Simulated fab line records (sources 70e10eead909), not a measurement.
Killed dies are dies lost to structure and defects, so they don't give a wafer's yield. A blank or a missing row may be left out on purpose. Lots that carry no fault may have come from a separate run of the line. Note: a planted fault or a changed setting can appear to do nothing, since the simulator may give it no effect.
What tool caused it? -- flow nand-harc -- 33 wafers from 11 lots sampled at 6 of the route's 1302 steps

== WHAT THE GAUGES SHOWED, per wafer ==
NHARC_A_CHANNEL_HOLE_D2_OVL_MEAS_11. Usual: overlay-x-nm 0.3 nm, standard deviation 1.1; overlay-y-nm 0.0 nm, standard deviation 0.95.
lot,measured,on,overlay-x-nm (nm),overlay-y-nm (nm),flag
L563,day 13 04:44,overlay-02,1.1 0.8 1.5,-0.2 0.0 -1.2,
L567,day 14 12:53,overlay-01,0.0 0.6 1.1,0.6 0.4 0.6,
L571,day 16 12:29,overlay-02,-2.2 -2.7 -2.1,0.0 -0.1 0.2,
L572,day 17 04:40,overlay-02,0.5 0.3 0.7,-0.8 -0.4 -1.1,
L574,day 18 02:17,overlay-02,-0.5 -0.5 -0.7,1.8 1.3 1.9,
L575,day 18 02:37,overlay-02,-0.7 0.5 0.3,0.9 1.7 1.3,
L578,day 19 13:04,overlay-02,-0.4 -0.3 -0.5,0.6 0.6 0.5,
L579,day 20 02:52,overlay-02,1.0 0.7 0.5,-0.9 -0.3 -0.9,
L580,day 20 09:49,overlay-02,1.1 1.0 0.9,0.0 -0.5 -0.5,
L586,day 22 18:40,overlay-02,-0.4 -0.1 -0.3,-2.2 -2.1 -1.2,
L585,day 22 20:43,overlay-02,0.4 0.7 0.5,0.2 0.6 -0.1,

NHARC_A_CHANNEL_HOLE_D2_INSPECT_40. Usual: raw-defect-count at 280, with a standard deviation of 68.
lot,measured,on,raw-defect-count,flag
L563,day 13 12:43,defect-inspect-02,181 183 148,
L567,day 15 00:44,defect-inspect-02,413 341 404,
L571,day 16 19:28,defect-inspect-02,307 319 267,
L572,day 17 17:46,defect-inspect-02,358 303 295,
L574,day 18 10:02,defect-inspect-02,223 243 253,
L575,day 18 12:13,defect-inspect-02,230 310 271,
L578,day 19 22:31,defect-inspect-02,760 744 749,OFF
L579,day 20 09:52,defect-inspect-01,803 788 775,OFF
L580,day 20 16:50,defect-inspect-01,917 772 829,OFF
L586,day 23 01:40,defect-inspect-01,365 343 289,
L585,day 23 06:16,defect-inspect-02,192 306 237,

NHARC_END_SORT_01. Usual: killed-at-array 51, standard deviation 18; killed-at-other 1.0, standard deviation 1.2; killed-at-periphery 3.7, standard deviation 2.9; killed-dies 55, standard deviation 19; killed-open 3.5, standard deviation 1.9; killed-short 2.6, standard deviation 1.6.
lot,measured,on,killed-at-array,killed-at-other,killed-at-periphery,killed-dies,killed-open,killed-short,flag
L578,day 31 02:05,prober-02,124 118 71,2 1 0,7 8 10,133 127 81,3 1 5,2 1 3,OFF
L579,day 31 10:37,prober-01,62 117 73,2 1 1,8 6 5,72 124 79,5 5 2,6 3 4,
L580,day 31 19:50,prober-01,95 67 99,0 0 0,1 4 3,96 71 102,1 4 0,3 2 0,

== TOOL THAT RAN EACH LOT (tool first, then ch and the chambers of the sampled wafers, then the start) ==
lot,NHARC_A_CHANNEL_HOLE_D2_ETCH_34,NHARC_A_CHANNEL_HOLE_D2_ETCH_20,NHARC_A_CHANNEL_FILL_D2_ETCHBACK_20
L563,"rie-diel-02 ch 0,1,3, day 13 07:11 or earlier","har-etch-01 ch 0,1, day 13 07:11","rie-diel-11 ch 0,1,2, day 14 11:38"
L567,"rie-diel-05 ch 1,3, day 14 18:59 or earlier","har-etch-01 ch 0, day 14 18:59","rie-diel-11 ch 1,3, day 16 03:46"
L571,"rie-diel-12 ch 0,1, day 16 13:53 or earlier","har-etch-02 ch 0,1, day 16 13:53","rie-diel-10 ch 0,1,3, day 17 21:52"
L572,"rie-diel-02 ch 1,2, day 17 12:14 or earlier","har-etch-02 ch 0,1, day 17 12:14","rie-diel-11 ch 0,3, day 18 18:28"
L574,"rie-diel-12 ch 0,1,2, day 18 04:28 or earlier","har-etch-02 ch 0,1, day 18 04:28","rie-diel-10 ch 1,2, day 19 10:05"
L575,"rie-diel-02 ch 0,1,2, day 18 06:40 or earlier","har-etch-01 ch 0,1, day 18 06:40","rie-diel-11 ch 0,2,3, day 19 10:04"
L578,"rie-diel-02 ch 0,1,2, day 19 13:38","har-etch-01 ch 0,1, day 19 17:07","rie-diel-10 ch 0,1,3, day 21 01:43"
L579,"rie-diel-12 ch 1,2,3, day 20 04:17 or earlier","har-etch-01 ch 0,1, day 20 04:17","rie-diel-10 ch 1,2,3, day 21 10:08"
L580,"rie-diel-02 ch 0,2,3, day 20 11:17 or earlier","har-etch-01 ch 0,1, day 20 11:17","rie-diel-11 ch 0,1,2, day 21 20:24"
L586,"rie-diel-12 ch 0,2,3, day 22 20:10 or earlier","har-etch-01 ch 0,1, day 22 20:10","rie-diel-11 ch 0,3, day 24 01:56"
L585,"rie-diel-12 ch 1,2,3, day 23 00:47 or earlier","har-etch-02 ch 0,1, day 23 00:47","rie-diel-10 ch 0,2,3, day 24 06:08"
- NHARC_A_CHANNEL_HOLE_D2_ETCH_34: etches the open film in CF4/CHF3, target depth 154 nm, time 77 s.
- NHARC_A_CHANNEL_HOLE_D2_ETCH_20: etches the open film in C4F8/O2/Ar, time 361.9 s, target depth 1600 nm.
- NHARC_A_CHANNEL_FILL_D2_ETCHBACK_20: etches the open film in C4F8/O2/Ar, target depth 27 nm, time 13.5 s.

== AS READ BY THE TOOLS THEMSELVES (means over the sampled wafers that have a number; for cases with no such wafer, the mark the record gives instead) ==
NHARC_A_CHANNEL_HOLE_D2_ETCH_34. Usual: drypump-motor-current-A 5.5 A, standard deviation 0.44; oes-product-au 0.965 a.u., standard deviation 0.019; rf-vpp-V 370.7 V, standard deviation 2; showerhead-plenum-p-Torr 1.57 Torr, standard deviation 0.054; throttle-valve-pct 16.803 %, standard deviation 0.0098.
lot,tool,drypump-motor-current-A (A),oes-product-au (a.u.),rf-vpp-V (V),showerhead-plenum-p-Torr (Torr),throttle-valve-pct (%),flag
L563,rie-diel-02,5.0,0.974,372.2,1.59,16.811,
L567,rie-diel-05,5.9,0.963,368.9,1.52,16.809,
L571,rie-diel-12,5.9,0.974,369.7,1.54,16.798,
L572,rie-diel-02,5.7,0.948,369.0,1.56,16.807,
L574,rie-diel-12,5.8,0.964,371.2,1.57,16.795,
L575,rie-diel-02,5.4,0.959,371.1,1.58,16.805,
L578,rie-diel-02,5.4,0.983,370.7,1.58,16.801,
L579,rie-diel-12,5.6,0.974,370.9,1.58,16.799,
L580,rie-diel-02,5.2,0.970,371.8,1.61,16.799,
L586,rie-diel-12,5.9,0.983,369.5,1.53,16.799,
L585,rie-diel-12,5.6,0.975,371.6,1.58,16.790,

NHARC_A_CHANNEL_HOLE_D2_ETCH_20. Usual: drypump-motor-current-A 6.02 A, standard deviation 0.13; showerhead-plenum-p-Torr 3.677 Torr, standard deviation 0.03; throttle-valve-pct 32.154 %, standard deviation 0.009.
lot,tool,drypump-motor-current-A (A),showerhead-plenum-p-Torr (Torr),throttle-valve-pct (%),flag
L563,har-etch-01,6.00,3.700,32.150,
L567,har-etch-01,6.09,3.687,32.169,
L571,har-etch-02,6.05,3.712,32.154,
L572,har-etch-02,6.12,3.710,32.158,
L574,har-etch-02,6.12,3.702,32.173,
L575,har-etch-01,5.93,3.656,32.155,
L578,har-etch-01,5.92,3.647,32.147,
L579,har-etch-01,6.00,3.643,32.159,
L580,har-etch-01,5.92,3.641,32.153,
L586,har-etch-01,5.91,3.625,32.163,
L585,har-etch-02,6.12,3.667,32.160,

NHARC_A_CHANNEL_FILL_D2_ETCHBACK_20. Usual: oes-product-au 0.987 a.u., standard deviation 0.022; rf-vpp-V 982 V, standard deviation 4.6.
lot,tool,oes-product-au (a.u.),rf-vpp-V (V),flag
L563,rie-diel-11,0.985,984,
L567,rie-diel-11,0.919,982,OFF
L571,rie-diel-10,0.984,979,
L572,rie-diel-11,0.988,987,
L574,rie-diel-10,1.007,983,
L575,rie-diel-11,0.996,987,
L578,rie-diel-10,0.977,980,
L579,rie-diel-10,0.990,982,
L580,rie-diel-11,0.980,985,
L586,rie-diel-11,1.004,986,
L585,rie-diel-10,0.994,978,

== THE ANSWER, worked out from the rows above alone ==
Rule: lot off if the mean of its wafers having a number is beyond 3 standard deviations from the usual mean. Also off: a lot with no number at a reading for which 4 or more lots have one. The other lots that the step has rows for count as sound. Order of review: gauges by route order, followed by the tools' own readings, for which a lot's mean as printed above is used. The first step at which some lot is off is used, and at that step the reading that is off furthest; a lot without a number counts as furthest.
Off, at NHARC_A_CHANNEL_HOLE_D2_INSPECT_40 on raw-defect-count: L578, L579, L580.
If a tool, at a process step before that reading, ran all the lots that are off and no sound lot after the first of them, it fits. Gauges at NHARC_A_CHANNEL_HOLE_D2_INSPECT_40: tried the same way as those tools. NHARC_A_CHANNEL_HOLE_D2_ETCH_34: start missing for some lots; hours and lot order therefore follow NHARC_A_CHANNEL_HOLE_D2_ETCH_20. None of those tried fits.

== WHAT THE SIMULATOR HAD PUT IN ==
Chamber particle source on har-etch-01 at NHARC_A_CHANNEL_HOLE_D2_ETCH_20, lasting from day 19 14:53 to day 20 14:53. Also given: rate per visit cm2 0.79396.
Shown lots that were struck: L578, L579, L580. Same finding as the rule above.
